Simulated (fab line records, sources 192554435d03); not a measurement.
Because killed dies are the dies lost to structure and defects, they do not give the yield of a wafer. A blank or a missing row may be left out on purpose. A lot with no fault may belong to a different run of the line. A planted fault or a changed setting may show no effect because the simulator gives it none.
fab line records    flow n5-finfet
record lots=24  wafers=72  last-day=19
route steps=1938 shown BEOL_M3@1009 BEOL_M4@1021
lots that met no fault: from a run of the same line without faults
start-h: hours from the record's first day to the start of the lot's first wafer shown    wait-h: hours since the lot's step before    " unchanged from the row above    L1.1+2: a single row standing in for several wafers    - no value, or no start given    * or withheld: withheld    < > ~ a bound
route shown NAME@n: names a module that has steps shown in the file, with the first one's number in the route    usual: mean/standard deviation taken from wafers without a fault    same: alike in all rows    chamber/n: place in a boat    sites: each site's reading    _std_site: their standard deviation    _edge_site: mean of outer sites minus mean of inner sites    radius-mm: how far each site lies from the wafer's centre    mask NAME#n: copy n    behind: the tool/chamber that last shaped the wafer    hold: reason for holding the lot/hours on hold/outcome of the hold    device: which transistor (n, p or np) failed to switch    end of line: the same wafers' tests at the end of the route    step lacking rows: just its recipe    killed: the dies lost at the first sort to structure and to defects; this is not the yield of the wafer    map: a wafer's dies, marking killed ones x, the rest . and places with no die _
set.NAME: the setting as run; set.NAME@STEP: as run at that earlier step    model.NAME: the simulator's own value behind a step, which no gauge read
the route's steps for a sample of lots (tables are steps, rows are wafers)
services: from which hour (start-h, from the record's first day; less than 0 if before it) a tool's chamber was out of use, for how many hours, and why
## steps
# step N5_BEOL_M3_ANNEAL_95
# recipe temp-c=400  time-s=240  ambient=vacuum
# usual heater-power-w=817/81
lot.wafer  tool            chamber  start-h  wait-h  heater-power-w
L074.2     pvd-sputter-02  -        145.79   0.0     879
L074.3     "               -        "        "       853
L074.4     "               -        "        "       846
L076.2     pvd-sputter-03  -        154.38   0.0     911
L076.3     "               -        "        "       872
L076.5     "               -        "        "       855
L075.4     pvd-sputter-01  -        164.04   0.1     840
L075.5     "               -        "        "       636
L075.6     "               -        "        "       831
L077.4     pvd-sputter-03  -        170.56   0.0     805
L077.5     "               -        "        "       863
L077.6     "               -        "        "       850
L078.1     pvd-sputter-03  -        190.06   0.0     812
L078.3     "               -        "        "       880
L078.4     "               -        "        "       836
L079.2     pvd-sputter-02  -        190.45   0.0     814
L079.5     "               -        "        "       873
L079.6     "               -        "        "       855
L080.2     pvd-sputter-02  -        196.75   0.0     871
L080.3     "               -        "        "       866
L080.6     "               -        "        "       850
L083.2     pvd-sputter-01  -        208.57   0.1     834
L083.3     "               -        "        "       858
L083.6     "               -        "        "       857
L081.3     pvd-sputter-02  -        213.85   0.0     877
L081.5     "               -        "        "       856
L081.6     "               -        "        "       861
L082.2     pvd-sputter-02  -        215.69   0.0     863
L082.4     "               -        "        "       878
L082.5     "               -        "        "       876
L084.2     pvd-sputter-02  -        226.57   0.0     613
L084.3     "               -        "        "       851
L084.4     "               -        "        "       867
L085.1     pvd-sputter-03  -        228.91   0.0     801
L085.2     "               -        "        "       790
L085.3     "               -        "        "       861
L086.4     pvd-sputter-03  -        238.57   0.0     842
L086.5     "               -        "        "       841
L086.6     "               -        "        "       834
L089.3     pvd-sputter-03  -        248.88   0.0     872
L089.4     "               -        "        "       850
L089.5     "               -        "        "       816
L087.2     pvd-sputter-02  -        250.72   0.0     833
L087.4     "               -        "        "       618
L087.5     "               -        "        "       872
L088.2     pvd-sputter-03  -        256.81   0.0     842
L088.3     "               -        "        "       773
L088.5     "               -        "        "       839
L090.2     pvd-sputter-02  -        260.56   0.0     853
L090.3     "               -        "        "       593
L090.4     "               -        "        "       874
L092.2     pvd-sputter-01  -        263.74   0.0     836
L092.5     "               -        "        "       833
L092.6     "               -        "        "       842
L091.1     pvd-sputter-03  -        264.06   0.0     822
L091.3     "               -        "        "       817
L091.6     "               -        "        "       802
L093.1     pvd-sputter-03  -        270.52   0.0     817
L093.3     "               -        "        "       792
L093.6     "               -        "        "       768
L094.1     pvd-sputter-02  -        279.71   0.0     884
L094.2     "               -        "        "       851
L094.3     "               -        "        "       602
L095.2     pvd-sputter-03  -        288.09   0.0     902
L095.3     "               -        "        "       782
L095.6     "               -        "        "       835
L097.1     pvd-sputter-01  -        306.10   0.0     633
L097.3     "               -        "        "       841
L097.6     "               -        "        "       883
L096.4     pvd-sputter-03  -        310.17   0.0     913
L096.5     "               -        "        "       831
L096.6     "               -        "        "       808
# step N5_BEOL_M3_RS_MEAS_58
# recipe thk-meas-gauge=four-point-probe  reads=Co_of_BEOL_M3_CO_CAP_55+Cu_of_BEOL_M3_ECD_50+Co_of_BEOL_M3_CVD_47+TaN_of_BEOL_M3_ALD_84
# usual M3_RS=0.66/0.034
lot.wafer  tool           chamber  start-h  wait-h  M3_RS[ohm/sq]
L074.2     film-metro-01  -        147.82   0.1     0.67
L074.3     "              -        "        "       0.67
L074.4     "              -        "        "       0.67
L076.2     film-metro-02  -        155.56   0.1     0.67
L076.3     "              -        "        "       0.70
L076.5     "              -        "        "       0.62
L075.4     film-metro-02  -        165.74   0.2     0.64
L075.5     "              -        "        "       0.62
L075.6     "              -        "        "       0.67
L077.4     film-metro-01  -        171.76   0.0     0.65
L077.5     "              -        "        "       0.63
L077.6     "              -        "        "       0.65
L078.1     film-metro-02  -        191.25   0.0     0.66
L078.3     "              -        "        "       0.70
L078.4     "              -        "        "       0.63
L079.2     film-metro-02  -        191.63   0.1     0.68
L079.5     "              -        "        "       0.65
L079.6     "              -        "        "       0.64
L080.2     film-metro-01  -        197.93   0.1     0.73
L080.3     "              -        "        "       0.75
L080.6     "              -        "        "       0.71
L083.2     film-metro-02  -        209.98   0.1     0.68
L083.3     "              -        "        "       0.67
L083.6     "              -        "        "       0.65
L081.3     film-metro-01  -        215.05   0.1     0.67
L081.5     "              -        "        "       0.62
L081.6     "              -        "        "       0.63
L082.2     film-metro-01  -        216.88   0.1     0.66
L082.4     "              -        "        "       0.62
L082.5     "              -        "        "       0.62
L084.2     film-metro-02  -        227.76   0.1     0.64
L084.3     "              -        "        "       0.66
L084.4     "              -        "        "       0.63
L085.1     film-metro-02  -        230.14   0.0     0.68
L085.2     "              -        "        "       0.68
L085.3     "              -        "        "       0.70
L086.4     film-metro-02  -        239.88   0.0     0.64
L086.5     "              -        "        "       0.65
L086.6     "              -        "        "       0.68
L089.3     film-metro-01  -        250.55   0.1     0.63
L089.4     "              -        "        "       0.63
L089.5     "              -        "        "       0.61
L087.2     film-metro-01  -        252.21   0.1     0.67
L087.4     "              -        "        "       0.62
L087.5     "              -        "        "       0.64
L088.2     film-metro-01  -        258.47   0.1     0.70
L088.3     "              -        "        "       0.64
L088.5     "              -        "        "       0.65
L090.2     film-metro-01  -        261.75   0.1     0.64
L090.3     "              -        "        "       0.69
L090.4     "              -        "        "       0.66
L092.2     film-metro-01  -        264.94   0.1     0.67
L092.5     "              -        "        "       0.64
L092.6     "              -        "        "       0.65
L091.1     film-metro-02  -        265.37   0.0     0.67
L091.3     "              -        "        "       0.68
L091.6     "              -        "        "       0.62
L093.1     film-metro-01  -        271.70   0.0     0.65
L093.3     "              -        "        "       0.67
L093.6     "              -        "        "       0.66
L094.1     film-metro-01  -        280.90   0.0     0.65
L094.2     "              -        "        "       0.68
L094.3     "              -        "        "       0.70
L095.2     film-metro-01  -        289.28   0.1     0.71
L095.3     "              -        "        "       0.73
L095.6     "              -        "        "       0.69
L097.1     film-metro-01  -        307.28   0.0     0.65
L097.3     "              -        "        "       0.66
L097.6     "              -        "        "       0.64
L096.4     film-metro-01  -        311.50   0.2     0.70
L096.5     "              -        "        "       0.69
L096.6     "              -        "        "       0.62
# step N5_BEOL_M4_ILD_DEP_00
# recipe material=SiOC  target-thk-a=790  temp-c=350  precursor=DEMS/O2  pressure-torr=5  rf-w=500  time-s=15.3
# usual heater-power-w=431/64  rf-fwd-power-W=493.6/2.1  showerhead-plenum-p-Torr=5.692/0.016  throttle-valve-pct=12.0/0.42
lot.wafer  tool      chamber  start-h  wait-h  heater-power-w  rf-fwd-power-W  showerhead-plenum-p-Torr  since-wet-clean-h  throttle-valve-pct
L074.2     pecvd-02  2        147.88   0.0     298             497.7           5.664                     2121               11.9
L074.3     "         0        "        "       382             498.7           5.714                     671                11.4
L074.4     "         0        "        "       363             495.7           5.713                     -                  11.2
L076.2     pecvd-02  2        155.63   0.0     320             497.3           5.678                     2128               11.8
L076.3     "         0        "        "       433             498.0           5.710                     678                11.4
L076.5     "         2        "        "       313             497.1           5.672                     -                  12.0
L075.4     pecvd-02  2        165.81   0.1     354             494.6           5.676                     -                  12.1
L075.5     "         1        "        "       470             491.3           5.685                     -                  12.4
L075.6     "         0        "        "       410             493.1           5.712                     -                  11.5
L077.4     pecvd-02  2        171.84   0.1     330             495.6           5.658                     -                  11.8
L077.5     "         0        "        "       445             495.7           5.723                     -                  11.6
L077.6     "         1        "        "       421             494.6           5.697                     -                  12.6
L078.1     pecvd-04  2        191.31   0.0     434             490.6           5.694                     455                11.7
L078.3     "         1        "        "       464             494.3           5.719                     1983               12.5
L078.4     "         0        "        "       512             492.9           5.707                     -                  12.2
L079.2     pecvd-02  1        191.70   0.0     432             490.9           5.696                     1439               12.5
L079.5     "         1        "        "       431             491.3           5.682                     -                  12.6
L079.6     "         0        "        "       418             494.7           5.716                     -                  11.4
L080.2     pecvd-01  1        198.00   0.0     398             491.9           5.686                     1627               12.4
L080.3     "         2        "        "       354             495.3           5.691                     148                11.9
L080.6     "         0        "        "       467             493.4           5.669                     -                  11.2
L083.2     pecvd-02  1        210.04   0.0     489             491.5           5.682                     1458               12.4
L083.3     "         1        "        "       468             490.9           5.688                     -                  12.4
L083.6     "         0        "        "       381             493.8           5.699                     -                  11.4
L081.3     pecvd-02  1        215.13   0.1     499             492.8           5.681                     -                  12.4
L081.5     "         1        "        "       471             493.5           5.694                     -                  12.5
L081.6     "         0        "        "       377             494.5           5.714                     -                  11.5
L082.2     pecvd-04  1        216.94   0.0     371             492.6           5.686                     2008               12.4
L082.4     "         0        "        "       531             492.0           5.698                     -                  12.1
L082.5     "         1        "        "       367             495.7           5.692                     -                  12.1
L084.2     pecvd-02  1        227.82   0.0     478             492.6           5.699                     1475               12.4
L084.3     "         1        "        "       496             494.3           5.697                     -                  12.4
L084.4     "         0        "        "       451             495.7           5.693                     -                  11.3
L085.1     pecvd-02  1        230.20   0.0     451             491.3           5.695                     1478               12.5
L085.2     "         0        "        "       412             495.5           5.698                     753                11.6
L085.3     "         1        "        "       447             489.1           5.697                     -                  12.6
L086.4     pecvd-04  1        239.96   0.1     453             493.0           5.717                     -                  12.3
L086.5     "         0        "        "       574             495.9           5.696                     -                  12.1
L086.6     "         2        "        "       483             493.8           5.690                     -                  11.8
L089.3     pecvd-01  0        250.61   0.0     433             495.3           5.674                     954                11.2
L089.4     "         2        "        "       347             492.7           5.695                     -                  11.7
L089.5     "         1        "        "       359             492.7           5.688                     -                  12.3
L087.2     pecvd-02  1        252.27   0.0     404             490.8           5.698                     1500               12.6
L087.4     "         0        "        "       357             491.3           5.700                     -                  11.7
L087.5     "         1        "        "       431             489.1           5.686                     -                  12.4
L088.2     pecvd-04  1        258.53   0.0     457             491.6           5.710                     2050               12.7
L088.3     "         2        "        "       504             494.6           5.689                     522                11.8
L088.5     "         2        "        "       494             496.3           5.715                     -                  11.9
L090.2     pecvd-02  1        261.81   0.0     408             491.6           5.671                     1509               12.4
L090.3     "         2        "        "       348             495.2           5.654                     30                 11.6
L090.4     "         2        "        "       352             493.1           5.652                     -                  11.7
L092.2     pecvd-02  0        265.00   0.0     436             495.3           5.691                     788                11.5
L092.5     "         0        "        "       441             494.8           5.706                     -                  11.5
L092.6     "         2        "        "       371             497.1           5.660                     -                  11.5
L091.1     pecvd-01  0        265.44   0.0     436             494.5           5.670                     969                11.2
L091.3     "         1        "        "       435             492.0           5.693                     1694               12.3
L091.6     "         1        "        "       429             491.3           5.700                     -                  12.4
L093.1     pecvd-04  0        271.77   0.0     566             492.8           5.713                     1338               11.5
L093.3     "         1        "        "       466             495.1           5.698                     2063               12.3
L093.6     "         1        "        "       472             494.7           5.697                     -                  12.3
L094.1     pecvd-04  0        280.96   0.0     527             494.0           5.705                     1347               12.3
L094.2     "         2        "        "       468             492.3           5.689                     545                11.9
L094.3     "         1        "        "       369             494.1           5.707                     2072               12.6
L095.2     pecvd-02  2        289.34   0.0     361             491.4           5.660                     58                 11.5
L095.3     "         1        "        "       445             493.3           5.698                     1537               12.5
L095.6     "         2        "        "       362             494.4           5.661                     -                  11.6
L097.1     pecvd-04  1        307.35   0.0     469             495.4           5.701                     2099               12.5
L097.3     "         2        "        "       438             494.3           5.684                     571                11.7
L097.6     "         0        "        "       609             496.5           5.715                     -                  12.0
L096.4     pecvd-01  1        311.58   0.1     405             489.4           5.685                     -                  12.2
L096.5     "         0        "        "       477             494.8           5.665                     -                  11.3
L096.6     "         2        "        "       359             492.3           5.691                     -                  12.3
# step N5_BEOL_M4_OVL_MEAS_12
# recipe points-per-wafer=522
# usual M4_OVL=0.1/0.76
lot.wafer  tool        chamber  start-h  wait-h  M4_OVL[nm]
L074.2     overlay-01  0        149.10   0.0     0.7
L074.3     "           0        "        "       0.3
L074.4     "           0        "        "       0.0
L076.2     overlay-02  0        157.01   0.0     0.2
L076.3     "           0        "        "       1.4
L076.5     "           0        "        "       1.1
L075.4     overlay-02  0        167.92   0.0     0.7
L075.5     "           0        "        "       0.2
L075.6     "           0        "        "       0.6
L077.4     overlay-02  0        173.04   0.0     0.2
L077.5     "           0        "        "       -0.2
L077.6     "           0        "        "       0.2
L078.1     overlay-02  0        192.51   0.0     -0.2
L078.3     "           0        "        "       0.3
L078.4     "           0        "        "       -1.1
L079.2     overlay-02  0        192.78   0.0     -1.1
L079.5     "           0        "        "       -1.0
L079.6     "           0        "        "       -0.6
L080.2     overlay-01  0        199.71   0.0     0.0
L080.3     "           0        "        "       -0.7
L080.6     "           0        "        "       0.0
L083.2     overlay-01  0        212.07   0.0     -0.3
L083.3     "           0        "        "       0.8
L083.6     "           0        "        "       0.0
L081.3     overlay-02  0        216.55   0.0     0.2
L081.5     "           0        "        "       0.8
L081.6     "           0        "        "       0.6
L082.2     overlay-01  0        218.84   0.0     0.5
L082.4     "           0        "        "       -0.2
L082.5     "           0        "        "       -0.3
L084.2     overlay-02  0        229.30   0.0     0.7
L084.3     "           0        "        "       -0.9
L084.4     "           0        "        "       0.0
L085.1     overlay-02  0        232.77   0.0     1.4
L085.2     "           0        "        "       0.5
L085.3     "           0        "        "       1.3
L086.4     overlay-02  0        242.25   0.0     1.7
L086.5     "           0        "        "       2.3
L086.6     "           0        "        "       0.6
L089.3     overlay-02  0        253.19   0.0     0.3
L089.4     "           0        "        "       -0.4
L089.5     "           0        "        "       0.3
L087.2     overlay-02  0        253.69   0.0     -1.3
L087.4     "           0        "        "       -0.3
L087.5     "           0        "        "       -0.9
L088.2     overlay-01  0        261.27   0.0     -0.4
L088.3     "           0        "        "       1.0
L088.5     "           0        "        "       0.2
L090.2     overlay-02  0        262.70   0.0     -0.7
L090.3     "           0        "        "       -0.2
L090.4     "           0        "        "       -0.1
L092.2     overlay-02  0        267.83   0.0     -1.0
L092.5     "           0        "        "       -1.4
L092.6     "           0        "        "       -1.4
L091.1     overlay-02  0        268.00   0.0     0.0
L091.3     "           0        "        "       -0.3
L091.6     "           0        "        "       -0.5
L093.1     overlay-01  0        273.49   0.0     0.1
L093.3     "           0        "        "       -0.2
L093.6     "           0        "        "       -0.1
L094.1     overlay-02  0        281.98   0.0     0.8
L094.2     "           0        "        "       -0.2
L094.3     "           0        "        "       0.2
L095.2     overlay-02  0        289.98   0.0     -0.3
L095.3     "           0        "        "       -0.5
L095.6     "           0        "        "       -0.9
L097.1     overlay-02  0        307.98   0.0     0.0
L097.3     "           0        "        "       1.6
L097.6     "           0        "        "       0.8
L096.4     overlay-01  0        314.20   0.1     0.0
L096.5     "           0        "        "       0.9
L096.6     "           0        "        "       0.1
# step N5_BEOL_M4_OVL_MEAS_29
# recipe points-per-wafer=522
# usual V3_OVL=0.5/0.79
lot.wafer  tool        chamber  start-h  wait-h  V3_OVL[nm]
L074.2     overlay-01  0        149.97   0.0     0.2
L074.3     "           0        "        "       -1.0
L074.4     "           0        "        "       -0.5
L076.2     overlay-02  0        158.03   0.0     0.5
L076.3     "           0        "        "       0.9
L076.5     "           0        "        "       1.2
L075.4     overlay-01  0        169.01   0.0     0.4
L075.5     "           0        "        "       0.9
L075.6     "           0        "        "       0.4
L077.4     overlay-01  0        173.96   0.0     -0.9
L077.5     "           0        "        "       0.8
L077.6     "           0        "        "       0.4
L078.1     overlay-02  0        193.39   0.0     1.7
L078.3     "           0        "        "       2.7
L078.4     "           0        "        "       1.8
L079.2     overlay-01  0        193.79   0.0     2.0
L079.5     "           0        "        "       1.8
L079.6     "           0        "        "       1.5
L080.2     overlay-01  0        200.73   0.0     1.1
L080.3     "           0        "        "       0.8
L080.6     "           0        "        "       1.0
L083.2     overlay-02  0        212.95   0.0     -0.4
L083.3     "           0        "        "       1.5
L083.6     "           0        "        "       -0.3
L081.3     overlay-01  0        217.65   0.0     0.6
L081.5     "           0        "        "       0.1
L081.6     "           0        "        "       -1.1
L082.2     overlay-01  0        219.74   0.0     1.5
L082.4     "           0        "        "       0.5
L082.5     "           0        "        "       0.6
L084.2     overlay-02  0        230.32   0.0     1.5
L084.3     "           0        "        "       0.8
L084.4     "           0        "        "       2.0
L085.1     overlay-02  0        233.75   0.0     0.1
L085.2     "           0        "        "       -0.6
L085.3     "           0        "        "       0.3
L086.4     overlay-02  0        243.34   0.0     -0.6
L086.5     "           0        "        "       -0.4
L086.6     "           0        "        "       -0.7
L089.3     overlay-02  0        255.18   0.0     0.8
L089.4     "           0        "        "       0.5
L089.5     "           0        "        "       0.9
L087.2     overlay-01  0        255.80   0.0     1.1
L087.4     "           0        "        "       1.0
L087.5     "           0        "        "       0.4
L088.2     overlay-02  0        262.19   0.0     -0.2
L088.3     "           0        "        "       0.4
L088.5     "           0        "        "       -0.1
L090.2     overlay-02  0        263.57   0.0     0.0
L090.3     "           0        "        "       -0.2
L090.4     "           0        "        "       0.3
L092.2     overlay-02  0        268.87   0.0     2.1
L092.5     "           0        "        "       0.3
L092.6     "           0        "        "       0.8
L091.1     overlay-01  0        268.92   0.0     1.1
L091.3     "           0        "        "       1.2
L091.6     "           0        "        "       0.5
L093.1     overlay-02  0        274.37   0.0     -0.8
L093.3     "           0        "        "       -1.1
L093.6     "           0        "        "       -0.1
L094.1     overlay-02  0        282.87   0.0     1.2
L094.2     "           0        "        "       0.4
L094.3     "           0        "        "       0.9
L095.2     overlay-02  0        291.15   0.0     0.7
L095.3     "           0        "        "       0.6
L095.6     "           0        "        "       0.8
L097.1     overlay-02  0        308.99   0.0     0.7
L097.3     "           0        "        "       0.0
L097.6     "           0        "        "       1.0
L096.4     overlay-01  0        315.79   0.0     0.4
L096.5     "           0        "        "       0.7
L096.6     "           0        "        "       1.0
# step N5_BEOL_M4_ETCH_77
# recipe chemistry=N2/H2  target=underlayer  target-depth-a=65  mask-material=CAR-EUV  time-s=5.2  ion-energy-ev=200  pressure-mtorr=30  source-w=840  bias-w=150  n2-flow-sccm=200  h2-flow-sccm=200  ends=cleared
# usual bias-w=150.0/0.42  drypump-motor-current-A=5.5/0.32  etch-rf-on-time-s=5.17/0.066  oes-product-au=0.69/0.061  rf-fwd-power-W=819.4/2.3  rf-vpp-V=524.3/2.1  showerhead-plenum-p-Torr=2.56/0.066  throttle-valve-pct=17.86/0.18
lot.wafer  tool         chamber  start-h  wait-h  bias-w  drypump-motor-current-A  etch-rf-on-time-s  oes-product-au  rf-fwd-power-W  rf-hours-counter-h  rf-vpp-V  showerhead-plenum-p-Torr  throttle-valve-pct
L074.2     rie-diel-01  1        150.10   0.0     149.1   5.9                      5.13               0.60            821.4           209                 528.8     2.62                      17.92
L074.3     "            2        "        "       150.4   6.1                      5.15               0.76            817.8           39                  529.1     2.69                      17.54
L074.4     "            3        "        "       150.6   5.7                      5.18               0.76            818.9           30                  520.6     2.49                      17.63
L076.2     rie-diel-04  2        158.33   0.0     150.1   5.5                      5.11               0.74            818.0           61                  523.9     2.58                      17.86
L076.3     "            1        "        "       150.2   5.4                      5.12               0.77            818.6           27                  521.6     2.49                      17.84
L076.5     "            1        "        "       150.3   5.4                      5.14               0.77            814.3           -                   524.4     2.49                      17.83
L075.4     rie-diel-02  0        169.12   0.0     149.9   5.7                      5.13               0.60            819.5           218                 525.1     2.63                      18.35
L075.5     "            0        "        "       149.4   5.7                      5.17               0.60            819.3           -                   524.3     2.63                      18.36
L075.6     "            3        "        "       150.7   5.1                      5.30               0.62            817.2           -                   525.7     2.64                      17.76
L077.4     rie-diel-04  3        174.07   0.0     150.4   5.6                      5.15               0.73            822.2           49                  523.6     2.58                      17.77
L077.5     "            1        "        "       150.3   5.5                      5.12               0.77            822.4           -                   521.4     2.49                      17.83
L077.6     "            2        "        "       150.1   5.4                      5.19               0.73            821.6           -                   526.4     2.58                      17.88
L078.1     rie-diel-01  0        193.51   0.0     150.1   5.3                      5.18               0.73            814.7           64                  529.1     2.68                      17.60
L078.3     "            2        "        "       149.8   6.1                      5.09               0.75            816.6           56                  526.9     2.69                      17.59
L078.4     "            3        "        "       149.4   5.7                      5.20               0.75            821.7           47                  520.5     2.48                      17.65
L079.2     rie-diel-02  2        194.00   0.0     150.0   5.5                      5.26               0.61            817.0           186                 523.0     2.52                      17.75
L079.5     "            2        "        "       149.8   5.5                      5.19               0.61            820.9           -                   521.4     2.52                      17.75
L079.6     "            1        "        "       149.8   4.7                      5.24               0.69            814.8           -                   523.5     2.56                      18.03
L080.2     rie-diel-04  1        200.85   0.0     149.2   5.4                      5.12               0.76            817.1           40                  521.9     2.49                      17.86
L080.3     "            3        "        "       149.7   5.6                      5.12               0.73            818.0           57                  525.1     2.58                      17.79
L080.6     "            1        "        "       149.5   5.4                      5.10               0.75            819.2           -                   523.2     2.49                      17.85
L083.2     rie-diel-01  1        213.07   0.0     150.6   5.9                      5.10               0.58            819.8           231                 525.4     2.61                      17.98
L083.3     "            0        "        "       150.2   5.2                      5.13               0.73            819.0           70                  527.7     2.68                      17.63
L083.6     "            2        "        "       150.6   6.1                      5.15               0.73            818.5           -                   527.9     2.68                      17.60
L081.3     rie-diel-02  0        217.79   0.0     149.8   5.7                      5.12               0.59            819.8           234                 527.1     2.62                      18.40
L081.5     "            1        "        "       150.1   4.7                      5.14               0.69            818.0           -                   525.3     2.56                      18.06
L081.6     "            0        "        "       149.7   5.6                      5.09               0.59            818.5           -                   526.0     2.62                      18.38
L082.2     rie-diel-01  2        220.05   0.0     150.6   6.1                      5.15               0.73            820.7           65                  527.5     2.68                      17.59
L082.4     "            3        "        "       149.7   5.7                      5.13               0.74            821.1           56                  521.4     2.48                      17.68
L082.5     "            0        "        "       149.7   5.3                      5.15               0.73            818.9           -                   525.9     2.68                      17.63
L084.2     rie-diel-04  1        230.44   0.0     150.4   5.4                      5.14               0.74            821.2           45                  521.9     2.49                      17.85
L084.3     "            2        "        "       150.0   5.4                      5.12               0.72            820.1           84                  527.7     2.58                      17.94
L084.4     "            3        "        "       149.8   5.6                      5.11               0.71            821.8           68                  522.5     2.57                      17.82
L085.1     rie-diel-01  2        234.06   0.0     150.3   6.1                      5.14               0.73            819.0           71                  527.5     2.68                      17.60
L085.2     "            0        "        "       150.1   5.3                      5.14               0.74            824.8           78                  526.7     2.68                      17.63
L085.3     "            1        "        "       149.4   5.9                      5.19               0.58            817.8           240                 525.9     2.61                      17.98
L086.4     rie-diel-04  3        243.63   0.0     149.5   5.6                      5.12               0.70            819.5           73                  525.7     2.57                      17.82
L086.5     "            2        "        "       150.4   5.4                      5.13               0.71            820.0           -                   524.9     2.57                      17.91
L086.6     "            3        "        "       149.9   5.6                      5.07               0.72            819.1           -                   524.0     2.57                      17.81
L089.3     rie-diel-04  3        255.30   0.0     149.9   5.6                      5.11               0.70            819.8           78                  524.8     2.57                      17.81
L089.4     "            1        "        "       149.9   5.4                      5.15               0.74            816.6           54                  521.3     2.48                      17.87
L089.5     "            3        "        "       149.5   5.6                      5.14               0.71            822.7           -                   524.8     2.57                      17.83
L087.2     rie-diel-02  0        255.97   0.0     149.9   5.7                      5.18               0.58            817.4           249                 526.8     2.62                      18.40
L087.4     "            1        "        "       149.9   4.7                      5.20               0.68            820.4           121                 525.1     2.55                      18.05
L087.5     "            0        "        "       150.1   5.7                      5.13               0.58            815.8           -                   525.4     2.62                      18.40
L088.2     rie-diel-04  0        262.32   0.0     150.3   5.8                      5.28               0.59            817.4           249                 521.6     2.49                      17.98
L088.3     "            1        "        "       149.4   5.4                      5.23               0.73            822.0           57                  522.5     2.48                      17.88
L088.5     "            0        "        "       150.4   5.7                      5.25               0.58            818.3           -                   524.1     2.49                      17.98
L090.2     rie-diel-04  3        264.13   0.0     150.0   5.6                      5.07               0.71            820.5           81                  524.0     2.57                      17.82
L090.3     "            0        "        "       150.8   5.7                      5.26               0.59            815.6           249                 521.9     2.49                      17.94
L090.4     "            2        "        "       149.9   5.4                      5.09               0.70            821.2           97                  525.1     2.57                      17.91
L092.2     rie-diel-04  2        268.99   0.0     150.2   5.4                      5.24               0.69            819.4           99                  524.2     2.57                      17.93
L092.5     "            1        "        "       150.4   5.4                      5.18               0.72            819.5           -                   520.0     2.48                      17.89
L092.6     "            3        "        "       150.2   5.6                      5.13               0.69            818.2           -                   522.9     2.57                      17.82
L091.1     rie-diel-04  1        269.14   0.0     150.5   5.4                      5.14               0.73            821.1           60                  522.0     2.48                      17.92
L091.3     "            3        "        "       149.7   5.6                      5.07               0.70            815.7           83                  523.9     2.57                      17.85
L091.6     "            3        "        "       149.6   5.6                      5.10               0.70            818.5           -                   524.7     2.57                      17.84
L093.1     rie-diel-02  3        274.50   0.0     150.5   5.1                      5.27               0.60            813.6           209                 524.4     2.62                      17.81
L093.3     "            1        "        "       149.8   4.7                      5.22               0.66            821.4           128                 526.0     2.55                      18.07
L093.6     "            1        "        "       150.5   4.7                      5.21               0.68            823.0           -                   523.1     2.55                      18.07
L094.1     rie-diel-02  3        282.99   0.0     150.5   5.1                      5.33               0.60            819.2           212                 526.9     2.62                      17.83
L094.2     "            1        "        "       150.7   4.7                      5.24               0.67            822.4           131                 522.3     2.55                      18.07
L094.3     "            0        "        "       149.7   5.7                      5.03               0.85            819.7           1                   525.2     2.61                      17.97
L095.2     rie-diel-01  3        291.27   0.0     150.8   5.7                      5.16               0.71            817.6           78                  523.7     2.47                      17.71
L095.3     "            2        "        "       149.8   6.1                      5.26               0.71            819.0           88                  530.0     2.67                      17.65
L095.6     "            2        "        "       149.9   6.1                      5.17               0.71            815.8           -                   525.7     2.67                      17.62
L097.1     rie-diel-04  0        309.11   0.0     150.2   5.7                      5.21               0.83            819.5           9                   523.5     2.49                      17.52
L097.3     "            3        "        "       150.4   5.6                      5.06               0.69            822.9           96                  523.2     2.56                      17.87
L097.6     "            2        "        "       149.2   5.4                      5.10               0.70            817.7           -                   523.8     2.56                      17.95
L096.4     rie-diel-04  3        316.12   0.0     150.0   5.6                      5.16               0.69            823.7           99                  523.8     2.56                      17.86
L096.5     "            3        "        "       150.3   5.6                      5.17               0.68            819.1           -                   523.7     2.56                      17.87
L096.6     "            2        "        "       150.0   5.4                      5.10               0.68            821.5           -                   525.0     2.56                      17.97
## services
tool            chamber  start-h  hours  kind
pecvd-01        0        130.82   18.9   repair
rie-diel-01     1        136.85   10.3   repair
rie-diel-02     1        137.28   9.5    repair
rie-diel-04     3        144.66   14.2   repair
pvd-sputter-01  -        146.86   5.2    repair
pecvd-04        -        158.24   2.8    pm
rie-diel-02     -        159.50   1.4    repair
pecvd-01        -        168.97   1.6    repair
rie-diel-01     0        183.85   7.7    repair
pecvd-04        -        184.15   6.0    pm
rie-diel-02     3        195.74   3.8    repair
rie-diel-04     1        207.48   14.3   repair
rie-diel-04     -        209.64   0.6    repair
rie-diel-04     0        217.81   6.3    repair
rie-diel-02     2        227.15   4.2    repair
rie-diel-01     -        238.63   15.6   pm
rie-diel-02     2        252.28   2.4    repair
rie-diel-01     0        259.64   4.1    repair
rie-diel-02     -        260.12   2.8    pm
pecvd-04        -        288.27   0.8    pm
rie-diel-04     -        297.70   2.8    pm
pecvd-02        -        307.65   14.6   pm
pecvd-01        -        308.01   1.3    repair
rie-diel-01     -        310.45   2.8    pm
## key
fault none
